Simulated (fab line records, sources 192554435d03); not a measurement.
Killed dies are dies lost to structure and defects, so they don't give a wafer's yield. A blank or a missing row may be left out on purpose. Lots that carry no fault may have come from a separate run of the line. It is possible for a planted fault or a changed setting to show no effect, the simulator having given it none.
Matching of chambers | flow n5-finfet | 4 sister chambers for N5_HKMG_FIN_ETCH_54 on rie-diel-02
The step etches SiARC in CF4, target depth 45.5 nm, time 75.8 s. 4 wafers are shown with their chamber, then 7 later ones without.

## WAFERS PAIRED WITH THEIR CHAMBERS
wafer  | chamber | showerhead-plenum-p-Torr (Torr)
L080.3 | 3       | 2.06
L084.6 | 2       | 2.22
L089.1 | 0       | 2.03
L089.2 | 1       | 2.06

## WAFERS WITH NO CHAMBER GIVEN
wafer  | showerhead-plenum-p-Torr (Torr)
L089.5 | 2.06
L092.2 | 2.05
L092.3 | 2.21
L092.5 | 2.05
L097.1 | 2.21
L097.2 | 2.03
L097.3 | 2.05

## WHICH CHAMBER EACH WENT THROUGH
wafer  | from the rows above          | in truth
L089.5 | can't be placed: 1 or 3      | 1
L092.2 | can't be placed: 1 or 3 or 0 | 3
L092.3 | 2                            | 2
L092.5 | can't be placed: 1 or 3 or 0 | 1
L097.1 | 2                            | 2
L097.2 | 0                            | 0
L097.3 | can't be placed: 1 or 3 or 0 | 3
Placed correctly: 3 of 7. These rows do not allow placing 4 (true chamber among the candidates in 4). Number placed wrongly: 0.
How it was worked out, from the rows above alone: a wafer's distance from a chamber is the root of the sum, over the readings, of the square of ((its reading less the chamber's mean) divided by the reading's scatter). If the next closest chamber is less than 2 further off than the closest, the wafer can't be placed; otherwise it belongs to the closest. Each chamber's mean is taken over the wafers shown for it. The scatter: with one shown wafer a chamber, the root of the mean of the squares of how far each hidden wafer lies from its nearest shown one.
